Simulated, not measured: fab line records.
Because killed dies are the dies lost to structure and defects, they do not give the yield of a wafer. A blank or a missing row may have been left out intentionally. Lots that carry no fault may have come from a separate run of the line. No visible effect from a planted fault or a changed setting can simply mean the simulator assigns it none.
Matching of chambers ; flow nandHarc ; rieDiel-02 running NHARC_P_CONTACT_DESCUM_17: 4 sister chambers
The step chemistry O2, time 3 s. 14 wafers are shown with their chamber, then 7 later ones without.

== WAFERS PAIRED WITH THEIR CHAMBERS ==
wafer;chamber;drypumpMotorCurrentA (A);rfVppV (V);oesProductAu (a.u.)
L077.2;3;6.1;57.8;0.993
L077.4;1;5.8;58.7;1.007
L077.5;0;6.0;57.7;1.007
L079.2;0;6.0;58.7;0.999
L079.4;3;6.1;56.8;0.994
L079.5;1;5.8;57.5;1.011
L086.1;3;6.1;56.9;1.001
L086.3;1;5.8;56.9;1.009
L086.4;2;5.9;56.3;0.999
L091.2;3;6.1;59.4;0.998
L091.3;2;6.0;56.9;0.994
L091.4;1;5.8;57.7;1.006
L092.2;0;6.0;58.7;0.992
L092.4;2;5.9;56.8;1.013

SIGNATURES (averages over the wafers above)
reading;chamber 0;chamber 1;chamber 2;chamber 3;scatter within a chamber
drypumpMotorCurrentA;6.000;5.800;5.933;6.100;0.0258
rfVppV;58.367;57.700;56.667;57.725;0.831
oesProductAu;0.99933;1.00825;1.00200;0.99650;0.00602
Rule: a wafer's distance from a chamber is the root of the sum, over the readings, of the square of ((its reading less the chamber's mean) divided by the reading's scatter). If the next closest chamber is less than 2 further off than the closest, the wafer can't be placed; otherwise it belongs to the closest. The scatter is the square root of a quotient: the sum, over the shown wafers, of each reading's squared deviation from its chamber's mean, divided by wafers minus chambers.

== WAFERS WITH NO CHAMBER GIVEN ==
wafer;drypumpMotorCurrentA (A);rfVppV (V);oesProductAu (a.u.)
L092.6;6.1;58.5;1.000
L095.1;6.1;59.1;0.999
L095.2;5.9;56.6;0.990
L095.6;6.1;57.5;1.000
L096.1;5.8;58.6;1.020
L096.4;6.1;58.8;1.000
L096.6;6.0;57.6;0.976

== WHICH CHAMBER EACH ONE RAN IN ==
wafer;from the rows above;in truth
L092.6;3;3
L095.1;3;3
L095.2;2;2
L095.6;3;3
L096.1;1;1
L096.4;3;3
L096.6;can't be placed: 0 or 2 or 3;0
6 of 7 placed correctly. Unplaceable from these rows: 1, with the true chamber sitting among the candidates in 1. 0 placed wrongly.
